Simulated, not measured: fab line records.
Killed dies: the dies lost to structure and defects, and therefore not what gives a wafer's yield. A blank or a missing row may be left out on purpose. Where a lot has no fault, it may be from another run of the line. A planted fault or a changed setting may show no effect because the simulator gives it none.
2 desks, one fault	flow nand_harc	only its own numbers are on each desk; what lay behind them is given at the end

## THE TOOL OWNER'S DESK: har_etch-02
The tool's own readings at NHARC_A_CHANNEL_HOLE_D1_ETCH_21 (etches the open film in C4F8/O2/Ar, time 514.3 s, target depth 1600 nm): means of the sampled wafers that have a number, for each lot that ran on this tool. The brackets show how far a lot's mean lies from the usual mean; more than 4 standard deviations puts the lot out of limits, marked OUT.
Columns: A = drypump_motor_current_A at NHARC_A_CHANNEL_HOLE_D1_ETCH_21, usual 5.7 A; B = showerhead_plenum_p_Torr at NHARC_A_CHANNEL_HOLE_D1_ETCH_21, usual 3.67 Torr; C = throttle_valve_pct at NHARC_A_CHANNEL_HOLE_D1_ETCH_21, usual 32.155 %
lot	first seen here	A	B	C
L430	day 9 03:31	5.5	3.64	32.155
L433	day 9 07:40	5.9	3.72	32.160
L434	day 10 00:08	5.5	3.63	32.155
L438	day 10 15:49	6.3	3.80	32.154
L451	day 13 17:04	5.9	3.70	32.149
This desk's verdict: no lot among the 5 shows anything out of limits.

## THE DEFECT DESK
Per lot, the means of the sampled wafers with a number show what the inspections along the route counted. The brackets show how far a lot's mean lies from the usual mean; more than 4 standard deviations puts the lot out of limits, marked OUT.
Columns: A = raw_defect_count at NHARC_A_CHANNEL_HOLE_D1_INSPECT_40, usual 56
lot	first seen here	A
L431	day 9 08:39	79
L430	day 9 08:47	45
L433	day 9 12:56	36
L434	day 10 05:24	399 (+21) OUT
L438	day 10 21:14	382 (+20) OUT
L440	day 12 04:24	68
L446	day 12 12:52	62
L448	day 12 23:24	67
L449	day 13 07:25	76
L451	day 13 22:31	64
L452	day 14 19:08	51
Finding of this desk: L434, L438 out of limits; the first was L434 at day 10 05:24, on raw_defect_count at NHARC_A_CHANNEL_HOLE_D1_INSPECT_40. In limits: L431, L430, L433, L440, L446, L448, L449, L451, L452.

## PUT TOGETHER
The defect desk could have raised an alarm at day 10 05:24, on L434, L438.
Nothing out of limits was seen by the tool owner's desk.
On record at the tool owner's desk: L434, L438, within its limits.
NHARC_A_CHANNEL_HOLE_D1_ETCH_21 was run on har_etch-02 by each of the lots named.

## WHAT THE SIMULATOR HAD INSERTED
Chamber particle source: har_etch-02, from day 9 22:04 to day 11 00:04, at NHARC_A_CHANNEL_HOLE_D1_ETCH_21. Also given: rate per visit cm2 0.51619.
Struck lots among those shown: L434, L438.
Hours from the fault's start to each desk's first reading out of limits: the defect desk, 7.
